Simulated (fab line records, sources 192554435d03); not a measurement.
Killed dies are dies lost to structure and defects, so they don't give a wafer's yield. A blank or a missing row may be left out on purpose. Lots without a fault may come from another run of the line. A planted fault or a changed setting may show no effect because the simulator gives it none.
Chamber matching | flow n5_finfet | N5_BEOL_M8_DESCUM_33 on rie_diel-04: 4 sister chambers
The step chemistry O2, time 7 s. 16 wafers are shown with their chamber, then 8 later ones without.

WAFERS WITH THEIR CHAMBER
wafer  | chamber | drypump_motor_current_A (A) | showerhead_plenum_p_Torr (Torr) | throttle_valve_pct (%)
L074.2 | 0       | 6.2                         | 2.14                            | 20.21
L074.3 | 3       | 6.2                         | 2.03                            | 20.27
L074.4 | 2       | 5.5                         | 2.12                            | 19.95
L076.3 | 3       | 6.1                         | 2.03                            | 20.27
L076.4 | 2       | 5.4                         | 2.12                            | 19.95
L076.6 | 3       | 6.1                         | 2.03                            | 20.27
L077.3 | 1       | 5.4                         | 2.08                            | 20.37
L077.4 | 3       | 6.2                         | 2.03                            | 20.27
L077.6 | 3       | 6.2                         | 2.03                            | 20.30
L088.2 | 2       | 5.5                         | 2.11                            | 19.99
L088.4 | 2       | 5.5                         | 2.11                            | 19.99
L088.6 | 1       | 5.4                         | 2.07                            | 20.43
L092.3 | 0       | 6.2                         | 2.12                            | 20.26
L092.4 | 0       | 6.2                         | 2.12                            | 20.25
L092.5 | 1       | 5.4                         | 2.07                            | 20.43
L095.1 | 1       | 5.4                         | 2.07                            | 20.08

SIGNATURES (means of the wafers above)
reading                  | chamber 0 | chamber 1 | chamber 2 | chamber 3 | scatter within a chamber
drypump_motor_current_A  | 6.200     | 5.400     | 5.475     | 6.160     | 0.0403
showerhead_plenum_p_Torr | 2.1267    | 2.0725    | 2.1150    | 2.0300    | 0.00607
throttle_valve_pct       | 20.2400   | 20.3275   | 19.9700   | 20.2760   | 0.0855
Rule: a wafer's distance from a chamber is the root of the sum, over the readings, of the square of ((its reading less the chamber's mean) divided by the reading's scatter). The wafer belongs to the nearest chamber; if the next one is less than 2 further off, it can't be placed. The scatter: the root of (the sum of the squares of (reading less its chamber's mean) over the shown wafers, divided by (wafers less chambers)).

WAFERS WITHOUT THEIR CHAMBER
wafer  | drypump_motor_current_A (A) | showerhead_plenum_p_Torr (Torr) | throttle_valve_pct (%)
L095.4 | 5.5                         | 2.11                            | 20.02
L095.5 | 6.2                         | 2.12                            | 20.27
L094.1 | 5.4                         | 2.07                            | 20.09
L094.2 | 6.2                         | 2.01                            | 20.35
L094.4 | 6.2                         | 2.12                            | 20.27
L096.1 | 5.4                         | 2.06                            | 20.12
L096.2 | 6.2                         | 2.12                            | 20.29
L096.3 | 6.1                         | 2.01                            | 20.35

WHICH CHAMBER EACH WENT THROUGH
wafer  | from the rows above | in truth
L095.4 | 2                   | 2
L095.5 | 0                   | 0
L094.1 | 1                   | 1
L094.2 | 3                   | 3
L094.4 | 0                   | 0
L096.1 | 1                   | 1
L096.2 | 0                   | 0
L096.3 | 3                   | 3
Placed correctly: 8 of 8. Can't be placed from these rows: 0. Placed wrongly: 0.
